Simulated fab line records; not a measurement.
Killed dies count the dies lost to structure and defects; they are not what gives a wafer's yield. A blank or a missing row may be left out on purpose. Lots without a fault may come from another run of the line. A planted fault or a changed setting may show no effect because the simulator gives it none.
A lot that was struck, set against a sound lot / flow nandHarc / 13 steps out of a route of 1159
Sound: these wafers, L365.2, L365.3, L365.5. Struck: wafers L364.1, L364.2, L364.6. The cause is named last.
Each step with rows lists, per side, the tool, then ch with its chambers, then its first start. Under that, the readings that differ: sound wafers / struck wafers / difference of the means / sigmas: that difference in standard deviations of wafers without a fault.
alike: readings with means less than 2 such deviations apart, plus words and numbers identical on both sides. not compared: withheld readings, readings lacking a value on some wafer, bounds such as >300 that could conceal the same value, and numbers that have no deviation in the record and whose values overlap.
The two part at a step that has a row with sigmas, a row that says differs or no value, or rows on one side only. Numbers that have no deviation but don't overlap get no sigmas and don't part them. A reading missing from all wafers of one side parts the sides only when that side holds two or more wafers.

NHARC_A_BLC_PVD_32: deposits Ti, target thk 5 nm, time 17.7 s.
  sound on pvdSputter-02; struck on pvdSputter-01
  alike: chamberPressurePa, throttleValvePct
NHARC_A_BLC_ALD_23: deposits TiN, target thk 3 nm, pulse time 1 s, ald cycles 150.
  sound on aldMetal-01 ch 0,3, day 17 23:47; struck on aldMetal-01 ch 0,1, day 18 21:13
  alike: heaterPowerW, precursorPulseHeightRel
NHARC_A_BLC_CVD_24: deposits W, target thk 150 nm, time 434 s.
  sound: cvdW-01 ch 0,1; struck: cvdW-02 ch 0,1
  alike: heaterPowerW, throttleValvePct
NHARC_A_BLC_CMP_25: polishes, t overpolish 30 s, target thk 150 nm.
  sound on cmp-04 ch 0,2, day 18 02:43; struck on cmp-01 ch 0,1,2, day 18 21:58
  alike: motorCurrentA, overpolishRunS, retainingRingPressureFrac, timeToEndpointS
after that, 1 step had no rows for these wafers: NHARC_A_BLC_SRD_27.
NHARC_A_BLC_INSPECT_28:
  sound on defectInspect-02, day 18 03:07; struck on defectInspect-01, day 18 22:21
  alike: rawDefectCount
then, 5 steps without rows for these wafers: NHARC_A_M0_DEP_00 (deposits SiOC, target thk 150 nm); NHARC_A_M0_DEHYDRATE_01 (time 120 s); NHARC_A_M0_HMDS_02 (time 30 s); NHARC_A_M0_COAT_33 (time 65 s); NHARC_A_M0_COAT_03 (resist thk 90 nm).
NHARC_A_M0_SOFTBAKE_04: time 55 s.
  sound on lithoTrack-01 ch 0, day 18 03:00; struck on lithoTrack-06 ch 0, day 18 22:00
reading=heaterPowerTotalW (W); sound=188.74 188.46 188.42; struck=195.88 196.07 195.91; difference=+7.41; sigmas=+49
  alike: resistLineTempC
after that, 1 step had no rows for these wafers: NHARC_A_M0_EBR_05.

WHERE THEY PART
Only at NHARC_A_M0_SOFTBAKE_04, as far as this record shows.

WHY: the cause the simulator had injected
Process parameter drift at NHARC_A_M0_SOFTBAKE_04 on lithoTrack-06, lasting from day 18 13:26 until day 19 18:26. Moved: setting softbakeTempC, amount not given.
